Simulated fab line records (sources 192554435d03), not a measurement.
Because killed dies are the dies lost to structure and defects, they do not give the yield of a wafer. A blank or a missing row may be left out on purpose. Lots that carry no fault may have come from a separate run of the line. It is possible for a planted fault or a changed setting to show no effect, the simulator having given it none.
Lot-split experiment / flow n5_finfet / on a route of 1938 steps: 7 lots, 21 wafers read

== ON THE SPLIT ==
At N5_BEOL_M6_DESCUM_33 (chemistry O2, time 7 s), the setting time_s was moved away from the recipe's 7 s on 9 of the 21 wafers read, by -21.8% to +13.5%. The other wafers ran this setting at the recipe's value.

The reading is taken at the split's own step.

== THE READING ==
CAR-EUV_of_BEOL_M6_COAT_22.thk_nm (the simulator's own value, which no gauge read), in nm, at N5_BEOL_M6_DESCUM_33 (chemistry O2, time 7 s). The file gives no usual value for it. The 12 wafers here that ran the recipe average 26.1 nm, standard deviation 0.099 nm.

wafer=L074.1; tool, chamber at the split=rie_diel-04, 0,1,0; time_s as run, s=7; against the recipe=recipe; CAR-EUV_of_BEOL_M6_COAT_22.thk_nm, nm=26; against lot-mates on the recipe=-
wafer=L074.4; tool, chamber at the split=rie_diel-04, 0,1,0; time_s as run, s=7; against the recipe=recipe; CAR-EUV_of_BEOL_M6_COAT_22.thk_nm, nm=26; against lot-mates on the recipe=-
wafer=L074.5; tool, chamber at the split=rie_diel-04, 0,1,0; time_s as run, s=7; against the recipe=recipe; CAR-EUV_of_BEOL_M6_COAT_22.thk_nm, nm=26; against lot-mates on the recipe=-
wafer=L076.3; tool, chamber at the split=rie_diel-04, 2; time_s as run, s=7; against the recipe=recipe; CAR-EUV_of_BEOL_M6_COAT_22.thk_nm, nm=26.2; against lot-mates on the recipe=-
wafer=L076.4; tool, chamber at the split=rie_diel-04, 0; time_s as run, s=6.031; against the recipe=-13.8%; CAR-EUV_of_BEOL_M6_COAT_22.thk_nm, nm=26.4; against lot-mates on the recipe=+0.3
wafer=L076.6; tool, chamber at the split=rie_diel-04, 0; time_s as run, s=7; against the recipe=recipe; CAR-EUV_of_BEOL_M6_COAT_22.thk_nm, nm=26; against lot-mates on the recipe=-
wafer=L075.3; tool, chamber at the split=rie_diel-01, 0,3,1; time_s as run, s=5.471; against the recipe=-21.8%; CAR-EUV_of_BEOL_M6_COAT_22.thk_nm, nm=26.8; against lot-mates on the recipe=no lot-mate on the recipe
wafer=L075.4; tool, chamber at the split=rie_diel-01, 0,3,1; time_s as run, s=5.471; against the recipe=-21.8%; CAR-EUV_of_BEOL_M6_COAT_22.thk_nm, nm=26.8; against lot-mates on the recipe=no lot-mate on the recipe
wafer=L075.5; tool, chamber at the split=rie_diel-01, 0,3,1; time_s as run, s=5.471; against the recipe=-21.8%; CAR-EUV_of_BEOL_M6_COAT_22.thk_nm, nm=26.8; against lot-mates on the recipe=no lot-mate on the recipe
wafer=L078.2; tool, chamber at the split=rie_diel-03, 2; time_s as run, s=7; against the recipe=recipe; CAR-EUV_of_BEOL_M6_COAT_22.thk_nm, nm=26; against lot-mates on the recipe=-
wafer=L078.5; tool, chamber at the split=rie_diel-03, 3,0; time_s as run, s=5.517; against the recipe=-21.2%; CAR-EUV_of_BEOL_M6_COAT_22.thk_nm, nm=26.6; against lot-mates on the recipe=+0.6
wafer=L078.6; tool, chamber at the split=rie_diel-03, 3,0; time_s as run, s=5.517; against the recipe=-21.2%; CAR-EUV_of_BEOL_M6_COAT_22.thk_nm, nm=26.6; against lot-mates on the recipe=+0.6
wafer=L089.1; tool, chamber at the split=rie_diel-04, 0; time_s as run, s=7.942; against the recipe=+13.5%; CAR-EUV_of_BEOL_M6_COAT_22.thk_nm, nm=25.6; against lot-mates on the recipe=-0.6
wafer=L089.3; tool, chamber at the split=rie_diel-04, 3; time_s as run, s=7; against the recipe=recipe; CAR-EUV_of_BEOL_M6_COAT_22.thk_nm, nm=26.2; against lot-mates on the recipe=-
wafer=L089.4; tool, chamber at the split=rie_diel-04, 2; time_s as run, s=7.942; against the recipe=+13.5%; CAR-EUV_of_BEOL_M6_COAT_22.thk_nm, nm=25.8; against lot-mates on the recipe=-0.4
wafer=L091.2; tool, chamber at the split=rie_diel-01, 1,3,2; time_s as run, s=7; against the recipe=recipe; CAR-EUV_of_BEOL_M6_COAT_22.thk_nm, nm=26.2; against lot-mates on the recipe=-
wafer=L091.3; tool, chamber at the split=rie_diel-01, 1,3,2; time_s as run, s=7; against the recipe=recipe; CAR-EUV_of_BEOL_M6_COAT_22.thk_nm, nm=26.2; against lot-mates on the recipe=-
wafer=L091.4; tool, chamber at the split=rie_diel-01, 1,3,2; time_s as run, s=7; against the recipe=recipe; CAR-EUV_of_BEOL_M6_COAT_22.thk_nm, nm=26.2; against lot-mates on the recipe=-
wafer=L092.1; tool, chamber at the split=rie_diel-04, 3,1; time_s as run, s=7; against the recipe=recipe; CAR-EUV_of_BEOL_M6_COAT_22.thk_nm, nm=26; against lot-mates on the recipe=-
wafer=L092.2; tool, chamber at the split=rie_diel-04, 3,1; time_s as run, s=7; against the recipe=recipe; CAR-EUV_of_BEOL_M6_COAT_22.thk_nm, nm=26; against lot-mates on the recipe=-
wafer=L092.4; tool, chamber at the split=rie_diel-04, 2; time_s as run, s=5.78; against the recipe=-17.4%; CAR-EUV_of_BEOL_M6_COAT_22.thk_nm, nm=26.6; against lot-mates on the recipe=+0.6
Where a row lists several chambers, the file gives one row for several wafers and doesn't say which wafer went through which chamber.

THE FIT
A straight line over all 21 wafers: CAR-EUV_of_BEOL_M6_COAT_22.thk_nm changes by -0.0291 nm for each +1% of time_s; r = -0.96; the points scatter about the line by 0.098 nm.
The same after taking each lot's own level away (the mean of its wafers on the recipe; 18 wafers): -0.031 nm for each +1%; r = -0.98; scatter 0.068 nm.
On that fit, the largest move of time_s shifts the reading by 0.68 nm.
From 26.00 to 26.20 nm: that is the span of the lots' own levels, equal to 2.0 times the standard deviation above.
The two slopes agree, so the slope changes little with the lot-to-lot level.
Check: for one of the wafers moved furthest among these (-21.2%), held out of the fit, the line's prediction against its lot-mates is +0.651 nm. It came out at +0.6 nm against them.

== THE FILE'S OWN FIT ==
CAR-EUV_of_BEOL_M6_COAT_22.thk_nm changes by -0.0303 nm for each +1% of time_s, r = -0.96.
